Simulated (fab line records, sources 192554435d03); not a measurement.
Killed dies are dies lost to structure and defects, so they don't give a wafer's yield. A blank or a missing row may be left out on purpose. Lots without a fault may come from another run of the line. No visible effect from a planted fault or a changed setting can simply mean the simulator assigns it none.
A lot that was struck, set against a sound lot    flow n5-finfet    16 steps out of a route of 1938
Sound: wafers L764.2, L764.4, L764.5. The struck wafers were L772.2, L772.3, L772.4. At the end, the cause is stated.
Per side, at each step with rows, come the tool, then ch with its chambers, and then its first start. Under that, the readings that differ: sound wafers    struck wafers    difference of the means    sigmas: that difference in standard deviations of wafers without a fault.
alike: readings whose means differ by less than 2 such deviations, and words and numbers that are the same on both sides. not compared: withheld readings, readings that some wafer has no value for, bounds like >300 that may hide the same value, and numbers for which the record gives no deviation and whose values overlap.
The two part at a step that has a row with sigmas, a row that says differs or no value, or rows on one side only. Numbers that don't overlap but have no deviation are shown without sigmas and don't part them. A reading that every wafer of one side lacks parts them only if that side has two wafers or more.

first, 8 steps without rows for these wafers: N5_HKMG_FIN_COAT_41 (time 60 s, resist thk 300 nm); N5_HKMG_FIN_COAT_42 (time 60 s, resist thk 35 nm); N5_HKMG_FIN_COAT_43 (resist thk 90 nm); N5_HKMG_FIN_EBR_45; N5_HKMG_FIN_SOFTBAKE_44 (time 60 s); N5_HKMG_FIN_EXPOSE_46 (exposes mask NDIPOLE); N5_HKMG_FIN_PEB_47 (peb time 60 s); N5_HKMG_FIN_DEVELOP_48 (develop time 30 s).
N5_HKMG_FIN_CD_MEAS_49: target cd 202 nm.
  sound on cd-sem-02 ch 0, day 5 20:55; struck on cd-sem-01 ch 0, day 7 19:45
  alike: cd-nm
N5_HKMG_FIN_OVL_MEAS_50:
  sound on overlay-01 ch 0, day 5 20:56; struck on overlay-02 ch 0, day 7 19:47
  alike: NDIPOLE_OVL
N5_HKMG_FIN_INSPECT_61: inspects for defects (macro).
  sound: defect-inspect-02 at day 5 20:58; struck: defect-inspect-02 at day 7 19:48
  alike: raw-defect-count
N5_HKMG_FIN_DESCUM_53: chemistry O2, time 7.9 s.
  sound on rie-diel-06 ch 0,1,2, day 5 21:00; struck on rie-diel-06 ch 0,1,3, day 7 21:01
  alike: bias-power-w, chamber-pressure-mTorr, drypump-motor-current-A, oes-product-au, rf-vpp-V, showerhead-plenum-p-Torr, throttle-valve-pct
  not compared: rf-hours-counter-h
N5_HKMG_FIN_ETCH_54: etches SiARC in CF4, target depth 45.5 nm, time 75.8 s.
  sound on rie-diel-06 ch 1,2, day 5 21:02; struck on rie-diel-06 ch 0,1,3, day 7 21:03
reading                sound           struck          difference  sigmas
etch-rf-on-time-s (s)  75.4 73.2 75.1  90.5 90.7 87.6  +15.0       +14
  alike: chamber-pressure-mTorr, drypump-motor-current-A, oes-product-au, rf-vpp-V, showerhead-plenum-p-Torr, throttle-valve-pct
  not compared: rf-hours-counter-h
N5_HKMG_FIN_ETCH_55: etches SOC in N2/H2, target depth 240 nm, time 300 s.
  sound on rie-diel-06 ch 1,2, day 5 21:05; struck on rie-diel-06 ch 0,1,3, day 7 21:06
  alike: chamber-pressure-mTorr, drypump-motor-current-A, oes-product-au, rf-vpp-V, showerhead-plenum-p-Torr, throttle-valve-pct
  not compared: rf-hours-counter-h
-- a jump in the record: the struck wafers' starts before and after are 5 days apart (it breaks off in module HKMG_FIN and resumes in module BEOL_M4, where the first step shown is number 1111 of the route) --
N5_BEOL_M4_RC_MEAS_101:
  sound on prober-01 ch 0, day 10 09:18; struck on prober-02 ch 0, day 12 12:16
reading         sound              struck             difference  sigmas
DIBL_N (mV/V)   38.7 39.8 38.5     36.3 34.6 35.9     -3.4        -3
DIBL_P (mV/V)   39.2 40.6 39.1     36.3 34.8 36.6     -3.7        -2
IOFF_N (nA/um)  0.197 0.211 0.194  0.167 0.129 0.156  -0.050      -2
  alike: IOFF_P, ION_N, ION_P, SS_N, SS_P, VT_N, VT_P
following that, these wafers have no rows for 1 step: N5_PASSIVATION_PROBE_49.

## WHERE THEY PART
At N5_HKMG_FIN_ETCH_54 first; at N5_BEOL_M4_RC_MEAS_101 last (within this record only).

WHY: the cause the simulator had injected
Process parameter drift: rie-diel-06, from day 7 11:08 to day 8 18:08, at N5_HKMG_FIN_ETCH_54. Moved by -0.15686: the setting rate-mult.
